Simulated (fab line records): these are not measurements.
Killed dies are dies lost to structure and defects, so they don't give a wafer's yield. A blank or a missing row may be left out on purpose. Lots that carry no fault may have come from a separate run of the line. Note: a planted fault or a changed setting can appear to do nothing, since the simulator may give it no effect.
Chamber matching ; flow n5 finfet ; 3 sister chambers for N5_BEOL_M3_CO_CAP_55 on cvd co-02
The step material Co, precursor CCTBA/H2, target thk 2 nm, time 102.1 s. 6 wafers are shown with their chamber, then 12 later ones without.

WAFERS, EACH WITH ITS CHAMBER
wafer;chamber;heater power w (W)
L085.4;0;191
L086.1;2;214
L086.5;1;232
L089.1;1;231
L089.2;0;195
L089.3;2;222

WAFERS WITH NO CHAMBER GIVEN
wafer;heater power w (W)
L089.4;197
L089.5;231
L089.6;224
L095.1;229
L095.3;196
L095.4;198
L094.1;202
L094.4;194
L094.6;234
L097.1;231
L097.2;191
L097.6;225

WHICH CHAMBER EACH WENT THROUGH
wafer;from the rows above;in truth
L089.4;0;0
L089.5;1;1
L089.6;can't be placed: 2 or 1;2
L095.1;1;1
L095.3;0;0
L095.4;0;0
L094.1;can't be placed: 0 or 2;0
L094.4;0;0
L094.6;1;1
L097.1;1;1
L097.2;0;0
L097.6;can't be placed: 1 or 2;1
Correct placement for 9 of the 12. These rows do not allow placing 3 (true chamber among the candidates in 3). Placed wrongly: 0.
How it was worked out, from the rows above alone: a wafer's distance from a chamber is the root of the sum, over the readings, of the square of ((its reading less the chamber's mean) divided by the reading's scatter). The wafer belongs to the nearest chamber; if the next one is less than 2 further off, it can't be placed. Each chamber's mean is taken over the wafers shown for it. How the scatter is found: for the shown wafers, subtract from each reading the mean of its chamber, square and add these, divide the total by (wafers less chambers), then take the root.
